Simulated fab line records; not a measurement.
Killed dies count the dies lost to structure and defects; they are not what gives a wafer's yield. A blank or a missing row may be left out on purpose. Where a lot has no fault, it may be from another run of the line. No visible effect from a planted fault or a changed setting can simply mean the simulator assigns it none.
fab line records ; flow nand-harc ; part 2 of 2: steps 5 to 6 of 6
record: lots: 24; wafers: 72; last-day: 34
route steps=1302 shown A_CONTACT@1056 A_BLC@1125
lots with no fault: from the same line, run without faults
start-h: hours from the record's first day to the start of the lot's first wafer shown ; wait-h: hours since the lot's step before ; " same as the row above ; L1.1+2: a row that stands for several wafers ; - either no value or no given start ; * or withheld: withheld ; < > ~ a bound
route shown NAME@n: NAME is a module with steps in the file, n the number in the route of the first one ; usual: mean and standard deviation over wafers with no fault ; same: alike in all rows ; chamber/n: place in a boat ; sites: readings site by site ; _std_site: their standard deviation ; _edge_site: outer sites' mean less inner sites' ; radius-mm: how far each site lies from the wafer's centre ; mask NAME#n: copy n ; behind: tool/chamber where the wafer was last shaped ; hold: cause of the lot's hold/its duration in hours/its outcome ; device: names the non-switching transistor (n, p or np) ; end of line: the tests these same wafers got at the end of their route ; a step without rows: its recipe alone ; killed: at the first sort, the dies lost to defects and structure; wafer yield is something else ; map: a wafer's dies, marking killed ones x, the rest . and places with no die _
set.NAME: the run value of the setting; set.NAME@STEP: its run value at that earlier step ; model.NAME: the simulator's own value behind a step, which no gauge read
route steps across a sampled set of lots; one table per step, one row per wafer
services: a tool's chamber out of use, with start hour (start-h, from the record's first day; less than 0 if before it), hours out, and reason
== steps ==
step: NHARC_A_BLC_STRIP_29
recipe: cf4-flow-sccm: 150; ar-flow-sccm: 0; bias-w: 0; chemistry: CF4
usual: cf4-flow-sccm: 150.0/0.43; drypump-motor-current-A: 5.4/0.49; mfc-ar-sccm: 0.009/0.014; oes-product-au: 1.000/0.007; rf-vpp-V: 59.2/0.93; showerhead-plenum-p-Torr: 1.72/0.06; throttle-valve-pct: 13.284/0.0095
lot.wafer;tool;chamber;start-h;wait-h;cf4-flow-sccm;drypump-motor-current-A;mfc-ar-sccm;oes-product-au;rf-hours-counter-h;rf-vpp-V;showerhead-plenum-p-Torr;throttle-valve-pct
L074.1;rie-diel-06;0;521.95;0.1;149.2;5.6;0;0.992;2;59.2;1.75;13.274
L074.3;rie-diel-06;1;521.95;0.1;150.3;6.2;0;1.004;2;58.2;1.64;13.277
L074.5;rie-diel-06;0;521.95;0.1;148.9;5.6;0;0.996;-;59.4;1.75;13.290
L075.4;rie-diel-11;3;531.64;0.1;149.4;5.5;0;0.998;6;61.0;1.75;13.261
L075.2;rie-diel-11;0;531.64;0.1;149.8;4.9;0.014;0.993;6;59.1;1.83;13.281
L075.1;rie-diel-11;1;531.64;0.1;150.1;4.7;0;0.999;6;59.3;1.83;13.279
L077.1;rie-diel-11;3;538.97;0.1;150.0;5.5;0;1.005;7;59.0;1.75;13.283
L077.6;rie-diel-11;1;538.97;0.1;149.7;4.7;0;0.992;-;60.2;1.83;13.276
L077.5;rie-diel-11;2;538.97;0.1;149.5;5.8;0.018;0.996;-;58.0;1.67;13.288
L076.4;rie-diel-06;3;548.45;0.1;149.9;5.1;0.037;0.997;4;58.2;1.70;13.297
L076.1;rie-diel-06;1;548.45;0.1;149.7;6.2;0;1.016;4;58.6;1.64;13.281
L076.5;rie-diel-06;3;548.45;0.1;150.1;5.1;0.037;0.997;-;58.9;1.70;13.300
L079.1;rie-diel-06;2;574.09;0.1;150.0;5.0;0.001;1.003;5;58.8;1.69;13.277
L079.2;rie-diel-06;3;574.09;0.1;150.6;5.0;0.037;1.006;5;57.4;1.70;13.282
L079.6;rie-diel-06;1;574.09;0.1;150.5;6.2;0;1.010;-;60.5;1.64;13.294
L081.4;rie-diel-06;0;579.56;0.1;150.4;5.6;0;1.000;6;58.8;1.75;13.304
L081.3;rie-diel-06;1;579.56;0.1;149.6;6.2;0;0.994;6;58.2;1.64;13.306
L081.5;rie-diel-06;0;579.56;0.1;149.6;5.6;0;0.995;-;57.7;1.75;13.290
L078.3;rie-diel-11;1;582.19;0.1;150.0;4.7;0;0.988;9;59.7;1.83;13.290
L078.6;rie-diel-11;2;582.19;0.1;150.4;5.7;0.018;1.003;-;59.0;1.67;13.289
L078.5;rie-diel-11;3;582.19;0.1;149.9;5.5;0;0.998;-;57.5;1.75;13.299
L080.3;rie-diel-11;1;587.66;0.1;149.7;4.7;0;0.999;10;59.6;1.83;13.277
L080.5;rie-diel-11;3;587.66;0.1;150.4;5.5;0;0.998;-;59.7;1.75;13.284
L080.6;rie-diel-11;0;587.66;0.1;150.3;4.9;0.014;0.998;-;58.3;1.83;13.269
L083.1;rie-diel-11;3;607.21;0.1;149.8;5.5;0;1.002;11;59.2;1.75;13.287
L083.5;rie-diel-11;0;607.21;0.1;149.8;4.9;0.014;0.990;-;59.7;1.83;13.272
L083.6;rie-diel-11;1;607.21;0.1;150.3;4.7;0;1.002;-;59.7;1.83;13.285
L082.2;rie-diel-06;1;610.76;0.1;150.1;6.2;0;0.990;9;59.3;1.64;13.290
L082.3;rie-diel-06;3;610.76;0.1;149.6;5.1;0.037;0.998;8;59.8;1.70;13.278
L082.1;rie-diel-06;0;610.76;0.1;149.7;5.6;0;0.996;9;59.5;1.75;13.272
L085.2;rie-diel-06;1;612.69;0.1;149.3;6.2;0;1.006;9;57.1;1.64;13.283
L085.4;rie-diel-06;3;612.69;0.1;150.1;5.0;0.037;1.002;8;58.9;1.70;13.283
L085.6;rie-diel-06;2;612.69;0.1;150.6;5.0;0.001;1.003;-;61.4;1.69;13.276
L084.3;rie-diel-06;0;616.57;0.1;149.7;5.6;0;0.994;10;58.6;1.75;13.275
L084.4;rie-diel-06;2;616.57;0.1;150.1;5.0;0.001;0.988;8;59.3;1.69;13.287
L084.6;rie-diel-06;0;616.57;0.1;150.3;5.6;0;1.006;-;60.1;1.75;13.277
L086.2;rie-diel-06;3;649.94;0.1;149.5;5.1;0.037;1.010;12;58.9;1.70;13.285
L086.4;rie-diel-06;0;649.94;0.1;149.8;5.7;0;1.017;13;60.2;1.75;13.289
L086.1;rie-diel-06;1;649.94;0.1;150.6;6.2;0;1.020;12;58.9;1.64;13.271
L088.1;rie-diel-09;3;664.51;0.1;149.9;6.4;0;0.999;52;59.5;1.81;13.297
L088.5;rie-diel-09;1;664.51;0.1;149.6;5.6;0.013;0.998;-;59.4;1.75;13.271
L088.6;rie-diel-09;2;664.51;0.1;150.6;4.9;0.006;1.006;-;60.4;1.78;13.291
L089.2;rie-diel-11;1;666.70;0.1;150.2;4.7;0;0.988;2;59.5;1.83;13.303
L089.1;rie-diel-11;3;666.70;0.1;149.6;5.5;0;0.996;2;59.7;1.75;13.277
L089.6;rie-diel-11;0;666.70;0.1;150.0;4.9;0.014;0.989;-;59.7;1.83;13.282
L087.1;rie-diel-06;2;670.85;0.1;150.2;5.0;0.001;0.993;0;58.1;1.69;13.283
L087.6;rie-diel-06;3;670.85;0.1;149.6;5.0;0.037;0.996;-;57.8;1.70;13.288
L087.5;rie-diel-06;0;670.85;0.1;150.5;5.6;0;1.002;-;57.9;1.75;13.283
L090.4;rie-diel-11;2;671.99;0.1;149.2;5.7;0.018;0.996;3;59.6;1.67;13.289
L090.2;rie-diel-11;0;671.99;0.1;150.4;4.9;0.014;1.007;2;60.5;1.83;13.284
L090.6;rie-diel-11;1;671.99;0.1;150.0;4.7;0;1.000;-;59.5;1.83;13.273
L091.1;rie-diel-06;2;692.45;0.1;150.7;5.0;0.001;0.994;1;59.0;1.69;13.286
L091.2;rie-diel-06;3;692.45;0.1;149.8;5.0;0.037;0.999;1;59.5;1.70;13.289
L091.4;rie-diel-06;0;692.45;0.1;149.9;5.6;0;0.990;1;58.6;1.75;13.280
L093.2;rie-diel-06;3;706.21;0.1;150.0;5.0;0.037;0.979;2;58.5;1.70;13.290
L093.3;rie-diel-06;2;706.21;0.1;149.5;4.9;0.001;0.990;2;58.8;1.68;13.290
L093.5;rie-diel-06;3;706.21;0.1;150.5;5.0;0.037;0.994;-;59.5;1.70;13.293
L092.3;rie-diel-06;3;708.48;0.1;150.2;5.0;0.037;0.995;2;59.6;1.70;13.294
L092.4;rie-diel-06;1;708.48;0.1;149.7;6.2;0;1.002;2;59.8;1.64;13.282
L092.5;rie-diel-06;0;708.48;0.1;148.8;5.6;0;0.994;-;60.1;1.75;13.300
L094.4;rie-diel-06;3;721.87;0.1;150.1;5.1;0.037;0.992;3;59.5;1.70;13.284
L094.2;rie-diel-06;1;721.87;0.1;150.4;6.2;0;0.999;3;59.2;1.64;13.282
L094.3;rie-diel-06;2;721.87;0.1;149.9;5.0;0.001;1.002;3;59.3;1.68;13.304
L095.1;rie-diel-11;0;723.07;0.1;150.0;4.9;0.014;1.006;6;60.9;1.82;13.289
L095.2;rie-diel-11;1;723.07;0.1;150.1;4.7;0;1.006;6;58.3;1.83;13.301
L095.3;rie-diel-11;2;723.07;0.1;150.3;5.7;0.018;1.007;6;59.7;1.67;13.277
L096.2;rie-diel-06;0;743.06;0.1;149.8;5.6;0;1.005;5;58.8;1.74;13.281
L096.1;rie-diel-06;1;743.06;0.1;149.8;6.2;0;1.007;5;57.9;1.64;13.293
L096.5;rie-diel-06;1;743.06;0.1;150.0;6.2;0;1.002;-;58.8;1.64;13.280
L097.2;rie-diel-06;0;762.47;0.1;149.2;5.6;0;0.996;6;57.6;1.74;13.294
L097.4;rie-diel-06;2;762.47;0.1;150.2;4.9;0.001;0.987;7;58.6;1.68;13.280
L097.6;rie-diel-06;1;762.47;0.1;149.6;6.2;0;0.996;-;57.6;1.64;13.280
step: NHARC_A_BLC_STRIP_21
recipe: o2-flow-sccm: 500; ar-flow-sccm: 0; bias-w: 0; chemistry: O2
usual: drypump-motor-current-A: 5.4/0.51; mfc-ar-sccm: 0.009/0.014; oes-product-au: 1.000/0.0064; rf-vpp-V: 57.6/0.89; showerhead-plenum-p-Torr: 3.43/0.12; throttle-valve-pct: 17.035/0.0099
lot.wafer;tool;chamber;start-h;wait-h;drypump-motor-current-A;mfc-ar-sccm;oes-product-au;rf-hours-counter-h;rf-vpp-V;showerhead-plenum-p-Torr;throttle-valve-pct
L074.3;rie-diel-06;2;522.06;0.1;4.9;0.001;1.011;2;57.9;3.37;17.042
L074.1;rie-diel-06;1;522.06;0.1;6.2;0;1.004;2;56.5;3.28;17.031
L074.5;rie-diel-06;2;522.06;0.1;5.0;0.001;1.005;-;56.8;3.37;17.024
L075.4;rie-diel-11;2;531.75;0.1;5.8;0.018;0.993;6;57.6;3.34;17.018
L075.1;rie-diel-11;3;531.75;0.1;5.5;0;0.996;6;59.7;3.49;17.034
L075.2;rie-diel-11;0;531.75;0.1;4.9;0.014;1.001;6;58.1;3.65;17.027
L077.1;rie-diel-11;2;539.52;0.5;5.7;0.018;1.003;7;56.1;3.33;17.035
L077.6;rie-diel-11;1;539.52;0.5;4.7;0;1.008;-;57.7;3.65;17.041
L077.5;rie-diel-11;2;539.52;0.5;5.7;0.018;1.005;-;56.2;3.33;17.028
L076.4;rie-diel-06;0;548.58;0.1;5.6;0;1.008;4;58.1;3.49;17.032
L076.1;rie-diel-06;1;548.58;0.1;6.2;0;1.004;4;54.6;3.28;17.037
L076.5;rie-diel-06;3;548.58;0.1;5.1;0.037;1.004;-;58.3;3.40;17.032
L079.1;rie-diel-06;1;574.17;0.1;6.2;0;0.995;6;57.8;3.28;17.038
L079.2;rie-diel-06;0;574.17;0.1;5.6;0;0.999;6;57.6;3.49;17.044
L079.6;rie-diel-06;2;574.17;0.1;5.0;0.001;0.996;-;56.8;3.37;17.044
L081.3;rie-diel-06;0;579.66;0.1;5.6;0;1.000;6;57.0;3.49;17.019
L081.4;rie-diel-06;3;579.66;0.1;5.1;0.037;0.992;5;56.7;3.40;17.042
L081.5;rie-diel-06;0;579.66;0.1;5.6;0;0.997;-;58.0;3.49;17.031
L078.3;rie-diel-11;2;582.26;0.1;5.7;0.018;1.000;10;57.6;3.33;17.053
L078.6;rie-diel-11;2;582.26;0.1;5.7;0.018;1.000;-;57.4;3.33;17.024
L078.5;rie-diel-11;3;582.26;0.1;5.5;0;0.992;-;58.7;3.48;17.043
L080.3;rie-diel-11;2;587.76;0.1;5.7;0.018;0.990;10;57.4;3.33;17.027
L080.6;rie-diel-11;0;587.76;0.1;4.9;0.014;0.999;-;57.0;3.64;17.035
L080.5;rie-diel-11;1;587.76;0.1;4.7;0;1.000;-;57.7;3.65;17.038
L083.1;rie-diel-11;3;607.30;0.1;5.5;0;0.991;11;57.5;3.48;17.026
L083.5;rie-diel-11;1;607.30;0.1;4.7;0;1.000;-;58.2;3.65;17.020
L083.6;rie-diel-11;2;607.30;0.1;5.7;0.018;0.996;-;56.9;3.33;17.033
L082.3;rie-diel-06;2;610.86;0.1;5.0;0.001;1.003;7;57.9;3.36;17.031
L082.1;rie-diel-06;3;610.86;0.1;5.0;0.037;0.999;8;57.2;3.39;17.025
L082.2;rie-diel-06;0;610.86;0.1;5.6;0;1.004;9;58.1;3.48;17.030
L085.4;rie-diel-06;2;612.81;0.1;5.0;0.001;0.998;8;58.5;3.36;17.040
L085.2;rie-diel-06;0;612.81;0.1;5.6;0;1.002;9;57.1;3.48;17.044
L085.6;rie-diel-06;1;612.81;0.1;6.2;0;1.005;-;57.1;3.28;17.032
L084.4;rie-diel-06;0;616.69;0.1;5.6;0;0.988;10;54.8;3.48;17.027
L084.3;rie-diel-06;2;616.69;0.1;5.0;0.001;0.992;8;57.0;3.36;17.024
L084.6;rie-diel-06;0;616.69;0.1;5.6;0;1.001;-;57.9;3.48;17.053
L086.2;rie-diel-06;0;650.05;0.1;5.6;0;1.014;13;58.0;3.48;17.034
L086.1;rie-diel-06;1;650.05;0.1;6.2;0;1.018;12;56.9;3.27;17.027
L086.4;rie-diel-06;2;650.05;0.1;5.0;0.001;1.007;11;57.9;3.36;17.063
L088.1;rie-diel-09;3;664.61;0.1;6.5;0;0.999;52;58.0;3.61;17.043
L088.6;rie-diel-09;3;664.61;0.1;6.5;0;1.004;-;58.6;3.61;17.033
L088.5;rie-diel-09;0;664.61;0.1;5.8;0;1.000;-;57.9;3.37;17.018
L089.2;rie-diel-11;0;666.80;0.1;4.9;0.014;0.994;2;56.6;3.64;17.046
L089.1;rie-diel-11;2;666.80;0.1;5.7;0.018;1.004;2;56.9;3.33;17.030
L089.6;rie-diel-11;3;666.80;0.1;5.6;0;1.005;-;57.4;3.48;17.023
L087.1;rie-diel-06;2;670.95;0.1;5.0;0.001;0.991;0;56.5;3.36;17.048
L087.5;rie-diel-06;3;670.95;0.1;5.1;0.037;0.998;-;58.1;3.39;17.031
L087.6;rie-diel-06;0;670.95;0.1;5.6;0;0.999;-;58.7;3.48;17.034
L090.4;rie-diel-11;3;672.09;0.1;5.5;0;0.996;3;56.1;3.48;17.033
L090.2;rie-diel-11;0;672.09;0.1;4.9;0.014;1.005;2;57.1;3.64;17.042
L090.6;rie-diel-11;3;672.09;0.1;5.5;0;1.000;-;56.9;3.48;17.019
L091.2;rie-diel-06;3;692.54;0.1;5.1;0.037;0.999;1;57.2;3.39;17.041
L091.4;rie-diel-06;1;692.54;0.1;6.2;0;0.997;2;57.2;3.27;17.021
L091.1;rie-diel-06;2;692.54;0.1;5.0;0.001;0.990;1;57.3;3.36;17.042
L093.2;rie-diel-06;2;706.31;0.1;5.0;0.001;0.991;2;58.7;3.36;17.032
L093.3;rie-diel-06;3;706.31;0.1;5.1;0.037;0.990;2;57.1;3.39;17.059
L093.5;rie-diel-06;2;706.31;0.1;5.0;0.001;0.989;-;57.6;3.36;17.053
L092.4;rie-diel-06;1;708.58;0.1;6.2;0;1.004;3;57.2;3.27;17.032
L092.3;rie-diel-06;0;708.58;0.1;5.6;0;1.000;2;56.8;3.48;17.028
L092.5;rie-diel-06;2;708.58;0.1;4.9;0.001;0.993;-;57.4;3.36;17.012
L094.4;rie-diel-06;2;721.99;0.1;5.0;0.001;0.997;3;57.3;3.36;17.041
L094.3;rie-diel-06;3;721.99;0.1;5.1;0.037;0.998;3;57.2;3.39;17.026
L094.2;rie-diel-06;0;721.99;0.1;5.6;0;0.990;3;57.0;3.48;17.031
L095.3;rie-diel-11;1;723.16;0.1;4.7;0;1.000;6;58.5;3.64;17.047
L095.1;rie-diel-11;2;723.16;0.1;5.7;0.018;1.001;6;56.2;3.33;17.035
L095.2;rie-diel-11;0;723.16;0.1;4.9;0.014;1.011;6;58.1;3.64;17.034
L096.2;rie-diel-06;1;743.16;0.1;6.2;0;0.996;5;56.6;3.27;17.025
L096.1;rie-diel-06;3;743.16;0.1;5.1;0.037;0.999;5;57.9;3.39;17.059
L096.5;rie-diel-06;2;743.16;0.1;5.0;0.001;1.001;-;57.5;3.36;17.046
L097.4;rie-diel-06;2;762.58;0.1;5.0;0.001;0.986;7;56.7;3.36;17.052
L097.2;rie-diel-06;3;762.58;0.1;5.0;0.037;0.988;6;56.4;3.39;17.033
L097.6;rie-diel-06;2;762.58;0.1;5.0;0.001;0.987;-;58.9;3.36;17.037
== services ==
tool;chamber;start-h;hours;kind
rie-diel-06;0;493.20;-;clean
rie-diel-09;-;497.53;9.0;pm
har-cap-etch-01;-;497.53;17.0;pm
rie-diel-04;-;534.07;9.0;pm
rie-diel-08;-;544.83;9.0;pm
rie-diel-06;2;549.16;4.7;repair
rie-diel-06;3;550.61;6.1;repair
har-cap-etch-01;-;599.25;1.1;repair
rie-diel-11;1;603.66;2.5;repair
rie-diel-03;2;608.39;14.6;repair
rie-diel-11;-;609.50;9.0;pm
rie-diel-09;2;630.56;2.3;repair
rie-diel-04;-;631.84;2.2;repair
rie-diel-03;-;635.52;9.0;pm
rie-diel-06;-;661.20;9.0;pm
rie-diel-09;-;674.53;9.0;pm
rie-diel-08;3;694.65;5.5;repair
rie-diel-09;0;701.95;8.3;repair
rie-diel-04;-;704.29;1.0;repair
rie-diel-04;-;711.07;9.0;pm
har-cap-etch-01;-;718.74;0.5;repair
rie-diel-08;-;721.83;9.0;pm
har-cap-etch-02;-;754.00;17.0;pm
rie-diel-11;0;757.89;9.8;repair
